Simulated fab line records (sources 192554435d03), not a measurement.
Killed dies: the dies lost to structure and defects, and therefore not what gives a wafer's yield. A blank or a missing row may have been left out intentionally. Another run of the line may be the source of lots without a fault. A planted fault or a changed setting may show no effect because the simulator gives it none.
Comparing a struck lot with a sound one ; flow n5_finfet ; 25 steps out of a route of 1938
Sound: these wafers, L294.2, L294.5, L294.6. Struck: wafer L301.2; the same lot's L301.3 was not struck, so it is left out; see the end for the cause.
Order at every step that has rows: each side's tool, ch and its chambers, its first start. Under that, the readings that differ: sound wafers ; struck wafers ; difference of the means ; sigmas: that difference in standard deviations of wafers without a fault.
alike: a reading whose means differ by less than 2 such deviations, as well as words and numbers matching on both sides. not compared: withheld readings; readings where some wafer has no value; bounds like >300 that might hide an equal value; numbers whose values overlap and for which the record gives no deviation.
Wherever a step has rows on one side only, a row that says differs or no value, or a row with sigmas, the two part there. When numbers do not overlap yet have no deviation, they are printed without sigmas and do not part them. A reading missing from all wafers of one side parts the sides only when that side holds two or more wafers.

first, 9 steps without rows for these wafers: N5_BEOL_M0_SAQP_EXPOSE_11 (exposes mask M0 CORE, target cd 42 nm); N5_BEOL_M0_SAQP_PEB_12 (peb time 60 s); N5_BEOL_M0_SAQP_DEVELOP_13 (develop time 30 s); N5_BEOL_M0_SAQP_DESCUM_19 (chemistry O2, time 7.9 s); N5_BEOL_M0_SAQP_ETCH_83 (etches SiARC in CF4, target depth 39 nm, time 65 s); N5_BEOL_M0_SAQP_ETCH_84 (etches SOC in N2/H2, target depth 100 nm, overetch 20 nm, time 150 s); N5_BEOL_M0_SAQP_STRIP_80 (strips in N2/H2); N5_BEOL_M0_SAQP_HM_OPEN_112 (chemistry CHF3/O2, target SiO2, stops on a-Si, target depth 12 nm, time 13.5 s); N5_BEOL_M0_SAQP_STRIP_113 (strips in CHF3/O2).
N5_BEOL_M0_SAQP_MANDREL_ETCH_20: etches a-Si in HBr/Cl2, stops on SiNx, target depth 60 nm, bt time 10 s, time 30 s.
  sound on rie_si-06 ch 2,3, day 8 04:50; struck on rie_si-06 ch 1, day 10 14:34
reading;sound;struck;difference;sigmas
oes_product_au (a.u.);0.793 0.771 0.786;0.691;-0.092;-8
over_etch_frac;0.5 0.5 0.5;0.8477;+0.3477;
model.SOC_of_BEOL_M0_SAQP_COAT_81.thk_nm (nm);77.4 76.4 77.2;70.8;-6.2;
model.SiNx_of_BEOL_M0_SAQP_PECVD_97.thk_nm (nm);18.4 19 18.6;15.4;-3.3;
  alike: HBr_flow_sccm, drypump_motor_current_A, mfc_cl2_sccm, throttle_valve_pct
  not compared: rf_hours_counter_h
then, 12 steps without rows for these wafers: N5_BEOL_M0_SAQP_STRIP_86 (strips in N2/H2); N5_BEOL_M0_SAQP_STRIP_115 (strips in post etch residue remover, time 60 s); N5_BEOL_M0_SAQP_SRD_93 (time 30 s); N5_BEOL_M0_SAQP_RECESS_114 (chemistry HF/NH3, target SiO2, target depth 14.4 nm, afs cycles 3, sublimation time 60 s); N5_BEOL_M0_SAQP_SPACER1_ALD_98 (deposits SiO2, target thk 12.8 nm, pulse time 1 s, purge time 2 s); N5_BEOL_M0_SAQP_SPACER1_ETCHBACK_99 (etches SiO2 in CHF3/O2, target depth 15.4 nm, time 7.7 s); N5_BEOL_M0_SAQP_MANDREL1_REMOVE_100 (chemistry HBr/Cl2/O2, target a-Si, stops on SiNx, bt time 10 s); N5_BEOL_M0_SAQP_ETCH_101 (etches SiNx in CH3F/O2, target depth 29.9 nm, time 42.7 s); N5_BEOL_M0_SAQP_ETCH_102 (etches SiO2 in CF4, target depth 4 nm, time 4.4 s); N5_BEOL_M0_SAQP_MANDREL_ETCH_103 (etches a-Si in HBr/Cl2, stops on SiCN, target depth 45 nm, bt time 10 s, time 27 s); N5_BEOL_M0_SAQP_RECESS_104 (chemistry HF/NH3, target SiO2, target depth 18 nm, afs cycles 3, sublimation time 60 s); N5_BEOL_M0_SAQP_COAT_105 (time 60 s, resist thk 100 nm).
N5_BEOL_M0_SAQP_ETCH_106: etches SOC in N2/H2, stops on SiNx, target depth 150 nm.
  sound on rie_diel-02 ch 0,1,3, day 8 07:27; struck on rie_diel-01 ch 1, day 10 17:08
reading;sound;struck;difference;sigmas
model.SiNx_of_BEOL_M0_SAQP_PECVD_97.thk_nm (nm);15.4 16 15.6;12.4;-3.3;
  alike: drypump_motor_current_A, oes_product_au, rf_vpp_V, showerhead_plenum_p_Torr, throttle_valve_pct
  not compared: rf_hours_counter_h
then, 1 step without rows for these wafers: N5_BEOL_M0_SAQP_ETCH_107 (etches SiNx in CH3F/O2, target depth 30 nm).
-- the record jumps here: 2 days lie between the struck wafers' starts before and after (it left off in module BEOL_M0_SAQP and takes up again in module BEOL_M4, whose first step shown is number 1111 of the route) --
N5_BEOL_M4_RC_MEAS_101:
  sound on prober-02 ch 0, day 10 21:43; struck on prober-01 ch 0, day 13 04:31
  alike: DIBL_N, DIBL_P, IOFF_N, IOFF_P, ION_N, ION_P, SS_N, SS_P, VT_N, VT_P

WHERE THEY PART
At N5_BEOL_M0_SAQP_MANDREL_ETCH_20 and nowhere else, as far as this record goes. Later steps at which nothing parts them and some readings are alike: N5_BEOL_M0_SAQP_ETCH_106, N5_BEOL_M4_RC_MEAS_101.

WHY: what had been put in by the simulator
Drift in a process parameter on rie_si-06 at N5_BEOL_M0_SAQP_MANDREL_ETCH_20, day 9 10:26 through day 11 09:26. Setting over_etch_frac shifted by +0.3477 from 0.5. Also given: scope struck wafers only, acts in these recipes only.
